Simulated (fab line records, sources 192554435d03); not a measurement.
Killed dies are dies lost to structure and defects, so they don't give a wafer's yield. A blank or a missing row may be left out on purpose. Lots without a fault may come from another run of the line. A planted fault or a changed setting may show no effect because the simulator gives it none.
Which tool did it? | flow n5_finfet | 21 lots, 63 wafers sampled, at 6 steps of a route of 1938

WHAT THE GAUGES READ, wafer by wafer
The record holds no reading of a measuring or inspecting step that can be judged against a usual standard deviation.

WHICH TOOL RAN EACH LOT (tool, then ch and the chambers of the sampled wafers, then the start)
lot  | N5_SDB_ETCH_25                    | N5_HKMG_FIN_ALD_74              | N5_HKMG_FIN_ETCH_55               | N5_HKMG_FIN_STRIP_57              | N5_HKMG_FIN_STRIP_93              | N5_HKMG_FIN_ALD_79
L075 | rie_diel-02 ch 0,3, day 4 03:28   | ald_hk-01 ch 0,3, day 4 08:10   | rie_diel-06 ch 0,1, day 4 09:02   | rie_diel-06 ch 0,1, day 4 09:14   | rie_diel-06 ch 0,1, day 4 09:41   | ald_metal-03 ch 2,3, day 4 10:19
L076 | rie_diel-06 ch 0,1,2, day 4 12:39 | ald_hk-01 ch 2,3, day 4 16:58   | rie_diel-02 ch 1,2, day 4 17:37   | rie_diel-02 ch 1,2, day 4 17:48   | rie_diel-02 ch 1,2, day 4 18:15   | ald_metal-01 ch 1,3, day 4 18:53
L077 | rie_diel-02 ch 0,1,3, day 4 13:05 | ald_hk-02 ch 0,1,2, day 4 17:45 | rie_diel-02 ch 0,1,3, day 4 18:31 | rie_diel-02 ch 0,1,3, day 4 18:42 | rie_diel-02 ch 0,1,3, day 4 19:08 | ald_metal-03 ch 0,1,2, day 4 19:47
L078 | rie_diel-06 ch 1,2,3, day 4 20:29 | ald_hk-01 ch 0,1, day 5 00:55   | rie_diel-06 ch 1,2, day 5 01:59   | rie_diel-06 ch 1,2, day 5 02:10   | rie_diel-06 ch 1,2, day 5 02:37   | ald_metal-01 ch 0,1,2, day 5 03:28
L079 | rie_diel-06 ch 1,2,3, day 5 00:49 | ald_hk-02 ch 1,3, day 5 05:07   | rie_diel-01 ch 1,2, day 5 05:56   | rie_diel-01 ch 1,2, day 5 06:08   | rie_diel-01 ch 1,2, day 5 06:35   | ald_metal-03 ch 1,2,3, day 5 07:13
L080 | rie_diel-01 ch 0,1,2, day 5 05:13 | ald_hk-01 ch 0,3, day 5 09:54   | rie_diel-02 ch 0,1,2, day 5 10:43 | rie_diel-02 ch 0,1,2, day 5 10:49 | rie_diel-02 ch 0,1,2, day 5 11:17 | ald_metal-03 ch 0,1, day 5 11:54
L081 | rie_diel-06 ch 1,2, day 5 15:19   | ald_hk-01 ch 0,2,3, day 5 19:52 | rie_diel-06 ch 0,2, day 5 20:35   | rie_diel-06 ch 0,2, day 5 20:47   | rie_diel-06 ch 0,2, day 5 21:13   | ald_metal-03 ch 1,2,3, day 5 21:55
L082 | rie_diel-06 ch 0,2,3, day 5 18:05 | ald_hk-02 ch 0,2, day 5 22:23   | rie_diel-02 ch 0,1,2, day 5 23:04 | rie_diel-02 ch 0,1,2, day 5 23:15 | rie_diel-02 ch 0,1,2, day 5 23:42 | ald_metal-03 ch 1,2, day 6 00:32
L083 | rie_diel-01 ch 1,3, day 6 00:21   | ald_hk-01 ch 0,2, day 6 04:49   | rie_diel-06 ch 0,2,3, day 6 05:41 | rie_diel-06 ch 0,2,3, day 6 05:52 | rie_diel-06 ch 0,2,3, day 6 06:19 | ald_metal-03 ch 2,3, day 6 06:59
L084 | rie_diel-01 ch 2,3, day 6 08:29   | ald_hk-01 ch 0,2, day 6 12:52   | rie_diel-02 ch 1,2, day 6 13:28   | rie_diel-02 ch 1,2, day 6 13:39   | rie_diel-02 ch 1,2, day 6 14:05   | ald_metal-02 ch 0,1,2, day 6 14:44
L085 | rie_diel-06 ch 0,2,3, day 6 15:10 | ald_hk-03 ch 0,1,3, day 6 19:40 | rie_diel-06 ch 0,3, day 6 20:16   | rie_diel-06 ch 0,3, day 6 20:27   | rie_diel-06 ch 0,3, day 6 20:54   | ald_metal-03 ch 0,3, day 6 21:32
L087 | rie_diel-02 ch 0,2,3, day 7 01:01 | ald_hk-01 ch 2,3, day 7 05:38   | rie_diel-01 ch 1,3, day 7 06:27   | rie_diel-01 ch 1,3, day 7 06:38   | rie_diel-01 ch 1,3, day 7 07:05   | ald_metal-03 ch 0,1,3, day 7 07:43
L088 | rie_diel-06 ch 1,2,3, day 7 11:13 | ald_hk-02 ch 1,2, day 7 15:34   | rie_diel-02 ch 0,1, day 7 16:10   | rie_diel-02 ch 0,1, day 7 16:21   | rie_diel-02 ch 0,1, day 7 16:47   | ald_metal-03 ch 0,3, day 7 17:26
L089 | rie_diel-01 ch 0,2,3, day 7 12:14 | ald_hk-03 ch 1,2,3, day 7 16:44 | rie_diel-02 ch 0,1, day 7 17:51   | rie_diel-02 ch 0,1, day 7 18:02   | rie_diel-02 ch 0,1, day 7 18:29   | ald_metal-01 ch 0,2, day 7 19:07
L090 | rie_diel-01 ch 0,2, day 7 18:30   | ald_hk-01 ch 1,3, day 7 22:54   | rie_diel-01 ch 1,2, day 7 23:31   | rie_diel-01 ch 1,2, day 7 23:42   | rie_diel-01 ch 1,2, day 8 00:08   | ald_metal-01 ch 0,1,3, day 8 00:47
L091 | rie_diel-01 ch 2,3, day 8 00:54   | ald_hk-01 ch 1,2,3, day 8 05:18 | rie_diel-06 ch 0,1, day 8 06:01   | rie_diel-06 ch 0,1, day 8 06:13   | rie_diel-06 ch 0,1, day 8 06:40   | ald_metal-01 ch 0,2,3, day 8 07:18
L092 | rie_diel-01 ch 1,2,3, day 8 04:20 | ald_hk-01 ch 0,2, day 8 08:43   | rie_diel-01 ch 0,3, day 8 09:20   | rie_diel-01 ch 0,3, day 8 09:32   | rie_diel-01 ch 0,3, day 8 09:58   | ald_metal-01 ch 1,3, day 8 10:37
L093 | rie_diel-01 ch 2,3, day 8 13:22   | ald_hk-01 ch 0,1,3, day 8 19:19 | rie_diel-02 ch 0,1, day 8 20:02   | rie_diel-02 ch 0,1, day 8 20:14   | rie_diel-02 ch 0,1, day 8 20:41   | ald_metal-02 ch 0,3, day 8 21:19
L094 | rie_diel-06 ch 0,2,3, day 8 16:49 | ald_hk-02 ch 0,1,2, day 8 21:53 | rie_diel-06 ch 0,1,2, day 8 22:49 | rie_diel-06 ch 0,1,2, day 8 23:00 | rie_diel-06 ch 0,1,2, day 8 23:26 | ald_metal-01 ch 0,1,2, day 9 00:05
L096 | rie_diel-06 ch 1,3, day 9 07:50   | ald_hk-01 ch 0,1, day 9 13:16   | rie_diel-01 ch 1,3, day 9 14:00   | rie_diel-01 ch 1,3, day 9 14:11   | rie_diel-01 ch 1,3, day 9 14:38   | ald_metal-02 ch 2,3, day 9 15:17
L097 | rie_diel-06 ch 0,2, day 9 17:07   | ald_hk-02 ch 0,1,3, day 9 21:38 | rie_diel-02 ch 2,3, day 9 22:22   | rie_diel-02 ch 2,3, day 9 22:33   | rie_diel-02 ch 2,3, day 9 23:00   | ald_metal-03 ch 1,2,3, day 9 23:38
- N5_SDB_ETCH_25: etches SiO2 in C4F6/O2, target depth 10 nm, time 3.3 s.
- N5_HKMG_FIN_ALD_74: deposits La2O3, target thk 0.5 nm, pulse time 6 s, co reactant pulse time 1 s.
- N5_HKMG_FIN_ETCH_55: etches SOC in N2/H2, target depth 240 nm, time 300 s.
- N5_HKMG_FIN_STRIP_57: strips in CF4.
- N5_HKMG_FIN_STRIP_93: strips SOC in N2/H2, time 20 s.
- N5_HKMG_FIN_ALD_79: deposits TiN, target thk 1.5 nm, pulse time 1 s, purge time 3 s.

WHAT THE TOOLS THEMSELVES READ (means of the sampled wafers that have a number; where no wafer has one, the mark that the record gives instead)
N5_SDB_ETCH_25. Usual: drypump_motor_current_A 5.9 A, standard deviation 0.37; oes_product_au 0.81 a.u., standard deviation 0.11; rf_vpp_V 675 V, standard deviation 8.6; showerhead_plenum_p_Torr 2.88 Torr, standard deviation 0.08; throttle_valve_pct 21.23 %, standard deviation 0.24.
lot  | tool        | drypump_motor_current_A (A) | oes_product_au (a.u.) | rf_vpp_V (V) | showerhead_plenum_p_Torr (Torr) | throttle_valve_pct (%) | flag
L075 | rie_diel-02 | 5.8                         | 0.85                  | 668          | 2.91                            | 20.94                  |
L076 | rie_diel-06 | 6.1                         | 0.78                  | 676          | 2.84                            | 21.37                  |
L077 | rie_diel-02 | 5.7                         | 0.78                  | 666          | 2.93                            | 21.16                  |
L078 | rie_diel-06 | 5.9                         | 0.79                  | 678          | 2.85                            | 21.34                  |
L079 | rie_diel-06 | 5.9                         | 0.78                  | 677          | 2.85                            | 21.34                  |
L080 | rie_diel-01 | 6.0                         | 0.78                  | 676          | 2.92                            | 21.15                  |
L081 | rie_diel-06 | 6.2                         | 0.76                  | 677          | 2.86                            | 21.40                  |
L082 | rie_diel-06 | 5.8                         | 0.88                  | 677          | 2.81                            | 21.25                  |
L083 | rie_diel-01 | 5.8                         | 0.79                  | 678          | 2.88                            | 21.29                  |
L084 | rie_diel-01 | 5.7                         | 0.78                  | 675          | 2.97                            | 21.30                  |
L085 | rie_diel-06 | 5.8                         | 0.85                  | 676          | 2.80                            | 21.26                  |
L087 | rie_diel-02 | 5.9                         | 0.90                  | 678          | 2.90                            | 20.79                  |
L088 | rie_diel-06 | 5.9                         | 0.84                  | 677          | 2.84                            | 21.26                  |
L089 | rie_diel-01 | 5.7                         | 0.83                  | 671          | 2.98                            | 21.18                  |
L090 | rie_diel-01 | 6.0                         | 0.82                  | 669          | 2.97                            | 21.06                  |
L091 | rie_diel-01 | 5.5                         | 0.83                  | 671          | 2.99                            | 21.32                  |
L092 | rie_diel-01 | 5.8                         | 0.77                  | 677          | 2.91                            | 21.32                  |
L093 | rie_diel-01 | 5.7                         | 0.77                  | 676          | 2.96                            | 21.32                  |
L094 | rie_diel-06 | 5.8                         | 0.82                  | 677          | 2.79                            | 21.30                  |
L096 | rie_diel-06 | 5.8                         | 0.75                  | 680          | 2.84                            | 21.42                  |
L097 | rie_diel-06 | 6.0                         | 0.87                  | 674          | 2.78                            | 21.25                  |

N5_HKMG_FIN_ALD_74. Usual: heater_power_w 358 W, standard deviation 36; precursor_pulse_height_rel 1.001, standard deviation 0.019.
lot  | tool      | heater_power_w (W) | precursor_pulse_height_rel | flag
L075 | ald_hk-01 | 346                | 0.994                      |
L076 | ald_hk-01 | 341                | 1.016                      |
L077 | ald_hk-02 | 377                | 1.012                      |
L078 | ald_hk-01 | 345                | 1.014                      |
L079 | ald_hk-02 | 368                | 1.008                      |
L080 | ald_hk-01 | 345                | 0.998                      |
L081 | ald_hk-01 | 345                | 0.986                      |
L082 | ald_hk-02 | 415                | 1.004                      |
L083 | ald_hk-01 | 351                | 1.012                      |
L084 | ald_hk-01 | 346                | 1.003                      |
L085 | ald_hk-03 | 360                | 0.997                      |
L087 | ald_hk-01 | 339                | 0.995                      |
L088 | ald_hk-02 | 341                | 0.995                      |
L089 | ald_hk-03 | 361                | 1.001                      |
L090 | ald_hk-01 | 332                | 1.002                      |
L091 | ald_hk-01 | 338                | 0.993                      |
L092 | ald_hk-01 | 352                | 0.987                      |
L093 | ald_hk-01 | 339                | 0.980                      |
L094 | ald_hk-02 | 377                | 1.008                      |
L096 | ald_hk-01 | 338                | 1.004                      |
L097 | ald_hk-02 | 401                | 1.004                      |

N5_HKMG_FIN_ETCH_55. Usual: drypump_motor_current_A 5.9 A, standard deviation 0.34; oes_product_au 0.82 a.u., standard deviation 0.1; rf_vpp_V 525.0 V, standard deviation 1.9; showerhead_plenum_p_Torr 2.58 Torr, standard deviation 0.061; throttle_valve_pct 17.81 %, standard deviation 0.26.
lot  | tool        | drypump_motor_current_A (A) | oes_product_au (a.u.) | rf_vpp_V (V) | showerhead_plenum_p_Torr (Torr) | throttle_valve_pct (%) | flag
L075 | rie_diel-06 | 6.4                         | 0.67                  | 525.4        | 2.57                            | 18.30                  |
L076 | rie_diel-02 | 5.7                         | 0.82                  | 526.7        | 2.61                            | 17.70                  |
L077 | rie_diel-02 | 5.7                         | 0.79                  | 526.7        | 2.61                            | 17.77                  |
L078 | rie_diel-06 | 6.2                         | 0.77                  | 524.6        | 2.57                            | 18.10                  |
L079 | rie_diel-01 | 6.0                         | 0.72                  | 524.3        | 2.58                            | 17.92                  |
L080 | rie_diel-02 | 5.9                         | 0.86                  | 525.2        | 2.60                            | 17.60                  |
L081 | rie_diel-06 | 6.0                         | 0.97                  | 522.1        | 2.50                            | 17.93                  |
L082 | rie_diel-02 | 5.9                         | 0.84                  | 525.4        | 2.60                            | 17.61                  |
L083 | rie_diel-06 | 5.8                         | 0.87                  | 522.3        | 2.50                            | 17.98                  |
L084 | rie_diel-02 | 6.0                         | 0.85                  | 526.3        | 2.60                            | 17.55                  |
L085 | rie_diel-06 | 5.7                         | 0.78                  | 523.7        | 2.51                            | 18.10                  |
L087 | rie_diel-01 | 5.8                         | 0.78                  | 524.8        | 2.56                            | 18.02                  |
L088 | rie_diel-02 | 5.7                         | 0.76                  | 525.8        | 2.59                            | 17.84                  |
L089 | rie_diel-02 | 5.8                         | 0.80                  | 524.8        | 2.59                            | 17.73                  |
L090 | rie_diel-01 | 5.9                         | 0.70                  | 524.7        | 2.57                            | 17.96                  |
L091 | rie_diel-06 | 6.3                         | 0.92                  | 523.0        | 2.52                            | 18.00                  |
L092 | rie_diel-01 | 5.5                         | 0.89                  | 528.4        | 2.69                            | 17.81                  |
L093 | rie_diel-02 | 5.8                         | 0.81                  | 525.0        | 2.59                            | 17.74                  |
L094 | rie_diel-06 | 6.1                         | 0.89                  | 523.7        | 2.52                            | 17.92                  |
L096 | rie_diel-01 | 5.5                         | 0.90                  | 526.1        | 2.62                            | 17.80                  |
L097 | rie_diel-02 | 5.8                         | 0.86                  | 525.6        | 2.59                            | 17.48                  |

N5_HKMG_FIN_STRIP_57. Usual: drypump_motor_current_A 5.8 A, standard deviation 0.34; oes_product_au 0.81 a.u., standard deviation 0.091; power_w 300.0 W, standard deviation 0.8; rf_vpp_V 271.7 V, standard deviation 1.3; showerhead_plenum_p_Torr 1.82 Torr, standard deviation 0.045; throttle_valve_pct 13.5 %, standard deviation 0.34.
lot  | tool        | drypump_motor_current_A (A) | oes_product_au (a.u.) | power_w (W) | rf_vpp_V (V) | showerhead_plenum_p_Torr (Torr) | throttle_valve_pct (%) | flag
L075 | rie_diel-06 | 6.4                         | 0.67                  | 300.3       | 270.9        | 1.82                            | 14.1                   |
L076 | rie_diel-02 | 5.7                         | 0.81                  | 299.7       | 271.8        | 1.85                            | 13.7                   |
L077 | rie_diel-02 | 5.7                         | 0.78                  | 300.7       | 272.1        | 1.84                            | 13.6                   |
L078 | rie_diel-06 | 6.3                         | 0.76                  | 299.3       | 271.9        | 1.81                            | 13.8                   |
L079 | rie_diel-01 | 6.0                         | 0.72                  | 299.4       | 271.7        | 1.81                            | 13.7                   |
L080 | rie_diel-02 | 5.9                         | 0.85                  | 299.6       | 272.7        | 1.83                            | 13.4                   |
L081 | rie_diel-06 | 6.0                         | 0.94                  | 300.4       | 270.3        | 1.77                            | 13.4                   |
L082 | rie_diel-02 | 5.9                         | 0.84                  | 300.5       | 271.9        | 1.83                            | 13.4                   |
L083 | rie_diel-06 | 5.8                         | 0.84                  | 299.1       | 270.7        | 1.77                            | 13.6                   |
L084 | rie_diel-02 | 5.9                         | 0.84                  | 300.0       | 272.0        | 1.83                            | 13.4                   |
L085 | rie_diel-06 | 5.7                         | 0.77                  | 300.8       | 271.0        | 1.78                            | 13.8                   |
L087 | rie_diel-01 | 5.8                         | 0.76                  | 299.6       | 271.2        | 1.81                            | 13.7                   |
L088 | rie_diel-02 | 5.7                         | 0.76                  | 300.3       | 272.0        | 1.84                            | 13.8                   |
L089 | rie_diel-02 | 5.8                         | 0.81                  | 300.3       | 271.7        | 1.83                            | 13.5                   |
L090 | rie_diel-01 | 6.0                         | 0.70                  | 300.1       | 272.1        | 1.80                            | 13.7                   |
L091 | rie_diel-06 | 6.3                         | 0.89                  | 300.7       | 270.8        | 1.78                            | 13.6                   |
L092 | rie_diel-01 | 5.5                         | 0.86                  | 299.3       | 273.0        | 1.91                            | 13.6                   |
L093 | rie_diel-02 | 5.8                         | 0.79                  | 299.7       | 272.2        | 1.82                            | 13.6                   |
L094 | rie_diel-06 | 6.2                         | 0.88                  | 300.5       | 271.2        | 1.78                            | 13.5                   |
L096 | rie_diel-01 | 5.6                         | 0.88                  | 300.2       | 273.3        | 1.86                            | 13.5                   |
L097 | rie_diel-02 | 5.7                         | 0.85                  | 300.4       | 272.3        | 1.82                            | 13.1                   |

N5_HKMG_FIN_STRIP_93. Usual: drypump_motor_current_A 5.9 A, standard deviation 0.34; oes_product_au 0.81 a.u., standard deviation 0.099; power_w 499.9 W, standard deviation 1.5; rf_vpp_V 54.3 V, standard deviation 0.88; showerhead_plenum_p_Torr 3.40 Torr, standard deviation 0.078; throttle_valve_pct 19.0 %, standard deviation 0.4.
lot  | tool        | drypump_motor_current_A (A) | oes_product_au (a.u.) | power_w (W) | rf_vpp_V (V) | showerhead_plenum_p_Torr (Torr) | throttle_valve_pct (%) | flag
L075 | rie_diel-06 | 6.5                         | 0.66                  | 500.9       | 53.7         | 3.39                            | 19.5                   |
L076 | rie_diel-02 | 5.7                         | 0.80                  | 500.4       | 54.5         | 3.44                            | 18.6                   |
L077 | rie_diel-02 | 5.7                         | 0.78                  | 499.4       | 54.4         | 3.44                            | 19.0                   |
L078 | rie_diel-06 | 6.3                         | 0.76                  | 501.1       | 55.0         | 3.40                            | 19.3                   |
L079 | rie_diel-01 | 6.0                         | 0.71                  | 500.7       | 54.5         | 3.41                            | 19.0                   |
L080 | rie_diel-02 | 5.9                         | 0.85                  | 500.5       | 54.3         | 3.43                            | 18.6                   |
L081 | rie_diel-06 | 6.0                         | 0.95                  | 501.5       | 54.8         | 3.30                            | 19.6                   |
L082 | rie_diel-02 | 5.9                         | 0.84                  | 499.2       | 53.9         | 3.43                            | 18.6                   |
L083 | rie_diel-06 | 5.8                         | 0.85                  | 500.0       | 55.2         | 3.31                            | 19.5                   |
L084 | rie_diel-02 | 6.0                         | 0.85                  | 498.8       | 54.0         | 3.42                            | 18.4                   |
L085 | rie_diel-06 | 5.7                         | 0.77                  | 498.4       | 54.4         | 3.31                            | 19.5                   |
L087 | rie_diel-01 | 5.8                         | 0.76                  | 499.5       | 53.8         | 3.39                            | 19.4                   |
L088 | rie_diel-02 | 5.7                         | 0.77                  | 499.7       | 54.4         | 3.43                            | 18.8                   |
L089 | rie_diel-02 | 5.8                         | 0.81                  | 497.8       | 54.8         | 3.42                            | 18.9                   |
L090 | rie_diel-01 | 6.0                         | 0.69                  | 500.0       | 54.6         | 3.40                            | 19.1                   |
L091 | rie_diel-06 | 6.3                         | 0.90                  | 499.5       | 53.8         | 3.34                            | 19.5                   |
L092 | rie_diel-01 | 5.6                         | 0.88                  | 500.7       | 54.6         | 3.55                            | 19.1                   |
L093 | rie_diel-02 | 5.8                         | 0.80                  | 500.2       | 54.2         | 3.41                            | 18.9                   |
L094 | rie_diel-06 | 6.1                         | 0.88                  | 500.6       | 54.8         | 3.33                            | 19.4                   |
L096 | rie_diel-01 | 5.6                         | 0.90                  | 499.6       | 54.1         | 3.45                            | 19.1                   |
L097 | rie_diel-02 | 5.7                         | 0.86                  | 499.7       | 55.2         | 3.42                            | 18.8                   |

N5_HKMG_FIN_ALD_79. Usual: chamber_pressure_Torr 3.000 Torr, standard deviation 0.0064; heater_power_w 872 W, standard deviation 100; precursor_pulse_height_rel 0.998, standard deviation 0.022.
lot  | tool         | chamber_pressure_Torr (Torr) | heater_power_w (W) | precursor_pulse_height_rel | flag
L075 | ald_metal-03 | 3.001                        | 881                | 0.969                      |
L076 | ald_metal-01 | 3.005                        | 869                | 1.022                      |
L077 | ald_metal-03 | 3.006                        | 890                | 1.005                      |
L078 | ald_metal-01 | 2.995                        | 863                | 0.997                      |
L079 | ald_metal-03 | 3.001                        | 855                | 0.996                      |
L080 | ald_metal-03 | 2.997                        | 892                | 0.972                      |
L081 | ald_metal-03 | 2.998                        | 849                | 1.015                      |
L082 | ald_metal-03 | 2.997                        | 889                | 0.999                      |
L083 | ald_metal-03 | 3.002                        | 826                | 1.021                      |
L084 | ald_metal-02 | 3.005                        | 935                | 0.996                      |
L085 | ald_metal-03 | 3.001                        | 828                | 0.996                      |
L087 | ald_metal-03 | 2.999                        | 858                | 0.993                      |
L088 | ald_metal-03 | 2.997                        | 843                | 1.008                      |
L089 | ald_metal-01 | 3.005                        | 952                | 1.007                      |
L090 | ald_metal-01 | 2.997                        | 936                | 1.009                      |
L091 | ald_metal-01 | 3.003                        | 914                | 1.011                      |
L092 | ald_metal-01 | 3.005                        | 851                | 1.014                      |
L093 | ald_metal-02 | 3.003                        | 882                | 1.001                      |
L094 | ald_metal-01 | 2.999                        | 862                | 1.003                      |
L096 | ald_metal-02 | 3.001                        | 823                | 1.002                      |
L097 | ald_metal-03 | 3.002                        | 848                | 0.998                      |

THE ANSWER, worked out from the rows above alone
Rule: a lot is off if the mean of its wafers that have a number lies more than 3 standard deviations from the usual mean. A lot without any number at a reading at which 4 lots or more have one is off too. The other lots that the step has rows for count as sound. The gauges are gone through in route order, then the tools' own readings, and for those a lot's mean is taken as printed above. The first step at which some lot is off is used, and at that step the reading that is off furthest; a lot without a number counts as furthest.
No lot is off at any reading shown: from this, nothing can be told.

WHAT THE SIMULATOR HAD PUT IN
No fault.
